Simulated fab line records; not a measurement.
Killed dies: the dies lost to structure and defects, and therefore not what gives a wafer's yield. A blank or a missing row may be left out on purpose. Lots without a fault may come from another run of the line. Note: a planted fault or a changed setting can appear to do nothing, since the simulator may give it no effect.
Chamber matching :: flow n5_finfet :: N5_BEOL_M5_ETCH_62 on rie_diel-05: 4 sister chambers
The step etches SOC in N2/H2, target depth 75 nm, overetch 15 nm, time 112.5 s. 20 wafers are shown with their chamber, then 10 later ones without.

EACH WAFER AND ITS CHAMBER
wafer: L074.2
chamber: 2
showerhead_plenum_p_Torr (Torr): 2.62
drypump_motor_current_A (A): 5.7
throttle_valve_pct (%): 18.03

wafer: L074.3
chamber: 0
showerhead_plenum_p_Torr (Torr): 2.57
drypump_motor_current_A (A): 5.2
throttle_valve_pct (%): 18.12

wafer: L074.5
chamber: 1
showerhead_plenum_p_Torr (Torr): 2.65
drypump_motor_current_A (A): 5.8
throttle_valve_pct (%): 17.86

wafer: L076.2
chamber: 0
showerhead_plenum_p_Torr (Torr): 2.57
drypump_motor_current_A (A): 5.3
throttle_valve_pct (%): 18.13

wafer: L076.4
chamber: 2
showerhead_plenum_p_Torr (Torr): 2.62
drypump_motor_current_A (A): 5.8
throttle_valve_pct (%): 18.04

wafer: L076.5
chamber: 1
showerhead_plenum_p_Torr (Torr): 2.65
drypump_motor_current_A (A): 5.8
throttle_valve_pct (%): 17.86

wafer: L077.2
chamber: 3
showerhead_plenum_p_Torr (Torr): 2.70
drypump_motor_current_A (A): 5.8
throttle_valve_pct (%): 17.85

wafer: L077.4
chamber: 2
showerhead_plenum_p_Torr (Torr): 2.62
drypump_motor_current_A (A): 5.7
throttle_valve_pct (%): 18.05

wafer: L077.5
chamber: 2
showerhead_plenum_p_Torr (Torr): 2.62
drypump_motor_current_A (A): 5.7
throttle_valve_pct (%): 18.04

wafer: L080.1
chamber: 2
showerhead_plenum_p_Torr (Torr): 2.62
drypump_motor_current_A (A): 5.7
throttle_valve_pct (%): 18.03

wafer: L080.3
chamber: 1
showerhead_plenum_p_Torr (Torr): 2.64
drypump_motor_current_A (A): 5.8
throttle_valve_pct (%): 17.88

wafer: L080.4
chamber: 0
showerhead_plenum_p_Torr (Torr): 2.57
drypump_motor_current_A (A): 5.2
throttle_valve_pct (%): 18.15

wafer: L081.1
chamber: 2
showerhead_plenum_p_Torr (Torr): 2.62
drypump_motor_current_A (A): 5.7
throttle_valve_pct (%): 18.05

wafer: L081.2
chamber: 3
showerhead_plenum_p_Torr (Torr): 2.70
drypump_motor_current_A (A): 5.7
throttle_valve_pct (%): 17.87

wafer: L081.5
chamber: 0
showerhead_plenum_p_Torr (Torr): 2.56
drypump_motor_current_A (A): 5.2
throttle_valve_pct (%): 18.14

wafer: L082.1
chamber: 0
showerhead_plenum_p_Torr (Torr): 2.56
drypump_motor_current_A (A): 5.2
throttle_valve_pct (%): 18.15

wafer: L082.3
chamber: 1
showerhead_plenum_p_Torr (Torr): 2.64
drypump_motor_current_A (A): 5.8
throttle_valve_pct (%): 17.89

wafer: L082.4
chamber: 3
showerhead_plenum_p_Torr (Torr): 2.70
drypump_motor_current_A (A): 5.7
throttle_valve_pct (%): 17.86

wafer: L090.1
chamber: 3
showerhead_plenum_p_Torr (Torr): 2.69
drypump_motor_current_A (A): 5.7
throttle_valve_pct (%): 17.90

wafer: L090.2
chamber: 1
showerhead_plenum_p_Torr (Torr): 2.63
drypump_motor_current_A (A): 5.8
throttle_valve_pct (%): 17.92

SIGNATURES (averages over the wafers above)
reading: showerhead_plenum_p_Torr
chamber 0: 2.5660
chamber 1: 2.6420
chamber 2: 2.6200
chamber 3: 2.6975
scatter within a chamber: 0.00545

reading: drypump_motor_current_A
chamber 0: 5.220
chamber 1: 5.800
chamber 2: 5.717
chamber 3: 5.725
scatter within a chamber: 0.0386

reading: throttle_valve_pct
chamber 0: 18.1380
chamber 1: 17.8820
chamber 2: 18.0400
chamber 3: 17.8700
scatter within a chamber: 0.0176
Rule: for each reading, subtract the chamber's mean from the wafer's reading, divide by that reading's scatter and square the result; add these up over the readings and take the root, which gives the wafer's distance from the chamber. If the next closest chamber is less than 2 further off than the closest, the wafer can't be placed; otherwise it belongs to the closest. How the scatter is found: for the shown wafers, subtract from each reading the mean of its chamber, square and add these, divide the total by (wafers less chambers), then take the root.

WAFERS WHOSE CHAMBER IS MISSING
wafer: L090.4
showerhead_plenum_p_Torr (Torr): 2.61
drypump_motor_current_A (A): 5.7
throttle_valve_pct (%): 18.08

wafer: L092.1
showerhead_plenum_p_Torr (Torr): 2.63
drypump_motor_current_A (A): 5.8
throttle_valve_pct (%): 17.92

wafer: L092.2
showerhead_plenum_p_Torr (Torr): 2.55
drypump_motor_current_A (A): 5.2
throttle_valve_pct (%): 18.18

wafer: L092.6
showerhead_plenum_p_Torr (Torr): 2.61
drypump_motor_current_A (A): 5.7
throttle_valve_pct (%): 18.09

wafer: L091.1
showerhead_plenum_p_Torr (Torr): 2.61
drypump_motor_current_A (A): 5.7
throttle_valve_pct (%): 18.10

wafer: L091.2
showerhead_plenum_p_Torr (Torr): 2.55
drypump_motor_current_A (A): 5.2
throttle_valve_pct (%): 18.19

wafer: L091.4
showerhead_plenum_p_Torr (Torr): 2.63
drypump_motor_current_A (A): 5.8
throttle_valve_pct (%): 17.91

wafer: L095.1
showerhead_plenum_p_Torr (Torr): 2.61
drypump_motor_current_A (A): 5.7
throttle_valve_pct (%): 18.09

wafer: L095.2
showerhead_plenum_p_Torr (Torr): 2.63
drypump_motor_current_A (A): 5.8
throttle_valve_pct (%): 17.93

wafer: L095.5
showerhead_plenum_p_Torr (Torr): 2.55
drypump_motor_current_A (A): 5.2
throttle_valve_pct (%): 18.20

EACH ONE'S CHAMBER
wafer: L090.4
from the rows above: 2
in truth: 2

wafer: L092.1
from the rows above: 1
in truth: 1

wafer: L092.2
from the rows above: 0
in truth: 0

wafer: L092.6
from the rows above: 2
in truth: 2

wafer: L091.1
from the rows above: 2
in truth: 2

wafer: L091.2
from the rows above: 0
in truth: 0

wafer: L091.4
from the rows above: 1
in truth: 1

wafer: L095.1
from the rows above: 2
in truth: 2

wafer: L095.2
from the rows above: 1
in truth: 1

wafer: L095.5
from the rows above: 0
in truth: 0
Correctly placed: 10 of 10. Number that these rows cannot place: 0. Wrongly placed: 0.
